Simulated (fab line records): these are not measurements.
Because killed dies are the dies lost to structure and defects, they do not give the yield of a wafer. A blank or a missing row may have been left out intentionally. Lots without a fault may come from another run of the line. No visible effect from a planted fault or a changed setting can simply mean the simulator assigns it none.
Chamber matching / flow n5_finfet / 4 sister chambers for N5_BEOL_M0_SAQP_STRIP_86 on rie_diel-03
The step strips in N2/H2. 14 wafers are shown with their chamber, then 7 later ones without.

== WAFERS, EACH WITH ITS CHAMBER ==
wafer=L078.1; chamber=0; drypump_motor_current_A (A)=6.2; showerhead_plenum_p_Torr (Torr)=3.47; throttle_valve_pct (%)=19.2
wafer=L078.4; chamber=0; drypump_motor_current_A (A)=6.2; showerhead_plenum_p_Torr (Torr)=3.47; throttle_valve_pct (%)=19.2
wafer=L078.6; chamber=1; drypump_motor_current_A (A)=5.8; showerhead_plenum_p_Torr (Torr)=3.49; throttle_valve_pct (%)=19.1
wafer=L080.1; chamber=0; drypump_motor_current_A (A)=6.2; showerhead_plenum_p_Torr (Torr)=3.46; throttle_valve_pct (%)=19.2
wafer=L080.3; chamber=1; drypump_motor_current_A (A)=5.7; showerhead_plenum_p_Torr (Torr)=3.49; throttle_valve_pct (%)=19.1
wafer=L080.4; chamber=0; drypump_motor_current_A (A)=6.2; showerhead_plenum_p_Torr (Torr)=3.46; throttle_valve_pct (%)=19.2
wafer=L082.1; chamber=1; drypump_motor_current_A (A)=5.8; showerhead_plenum_p_Torr (Torr)=3.49; throttle_valve_pct (%)=19.2
wafer=L082.5; chamber=0; drypump_motor_current_A (A)=6.2; showerhead_plenum_p_Torr (Torr)=3.46; throttle_valve_pct (%)=19.3
wafer=L082.6; chamber=3; drypump_motor_current_A (A)=6.3; showerhead_plenum_p_Torr (Torr)=3.44; throttle_valve_pct (%)=18.8
wafer=L086.3; chamber=2; drypump_motor_current_A (A)=5.7; showerhead_plenum_p_Torr (Torr)=3.26; throttle_valve_pct (%)=18.5
wafer=L086.4; chamber=1; drypump_motor_current_A (A)=5.7; showerhead_plenum_p_Torr (Torr)=3.48; throttle_valve_pct (%)=19.2
wafer=L086.5; chamber=0; drypump_motor_current_A (A)=6.2; showerhead_plenum_p_Torr (Torr)=3.45; throttle_valve_pct (%)=19.3
wafer=L091.1; chamber=1; drypump_motor_current_A (A)=5.8; showerhead_plenum_p_Torr (Torr)=3.48; throttle_valve_pct (%)=19.2
wafer=L091.5; chamber=3; drypump_motor_current_A (A)=6.3; showerhead_plenum_p_Torr (Torr)=3.43; throttle_valve_pct (%)=18.4

SIGNATURES, as means of the wafers listed above
reading=drypump_motor_current_A; chamber 0=6.200; chamber 1=5.760; chamber 2=5.700; chamber 3=6.300; scatter within a chamber=0.0346
reading=showerhead_plenum_p_Torr; chamber 0=3.4617; chamber 1=3.4860; chamber 2=3.2600; chamber 3=3.4350; scatter within a chamber=0.00673
reading=throttle_valve_pct; chamber 0=19.233; chamber 1=19.160; chamber 2=18.500; chamber 3=18.600; scatter within a chamber=0.103
Rule: for each reading, subtract the chamber's mean from the wafer's reading, divide by that reading's scatter and square the result; add these up over the readings and take the root, which gives the wafer's distance from the chamber. If the next closest chamber is less than 2 further off than the closest, the wafer can't be placed; otherwise it belongs to the closest. The scatter: take each reading less its chamber's mean, square it, sum over the shown wafers, divide by the number of wafers less the number of chambers, and take the root.

== WAFERS WITHOUT THEIR CHAMBER ==
wafer=L091.6; drypump_motor_current_A (A)=6.2; showerhead_plenum_p_Torr (Torr)=3.45; throttle_valve_pct (%)=19.3
wafer=L096.2; drypump_motor_current_A (A)=5.7; showerhead_plenum_p_Torr (Torr)=3.47; throttle_valve_pct (%)=19.2
wafer=L096.4; drypump_motor_current_A (A)=5.7; showerhead_plenum_p_Torr (Torr)=3.47; throttle_valve_pct (%)=19.2
wafer=L096.6; drypump_motor_current_A (A)=6.3; showerhead_plenum_p_Torr (Torr)=3.43; throttle_valve_pct (%)=18.4
wafer=L097.4; drypump_motor_current_A (A)=6.4; showerhead_plenum_p_Torr (Torr)=3.43; throttle_valve_pct (%)=18.4
wafer=L097.5; drypump_motor_current_A (A)=6.2; showerhead_plenum_p_Torr (Torr)=3.45; throttle_valve_pct (%)=18.9
wafer=L097.6; drypump_motor_current_A (A)=6.3; showerhead_plenum_p_Torr (Torr)=3.43; throttle_valve_pct (%)=18.4

== CHAMBER TAKEN BY EACH ==
wafer=L091.6; from the rows above=0; in truth=0
wafer=L096.2; from the rows above=1; in truth=1
wafer=L096.4; from the rows above=1; in truth=1
wafer=L096.6; from the rows above=3; in truth=3
wafer=L097.4; from the rows above=3; in truth=3
wafer=L097.5; from the rows above=can't be placed: 0 or 3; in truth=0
wafer=L097.6; from the rows above=3; in truth=3
Placed correctly: 6 of 7. From these rows, 1 cannot be placed; in 1 the true chamber is one of the candidates. Placed wrongly: 0.
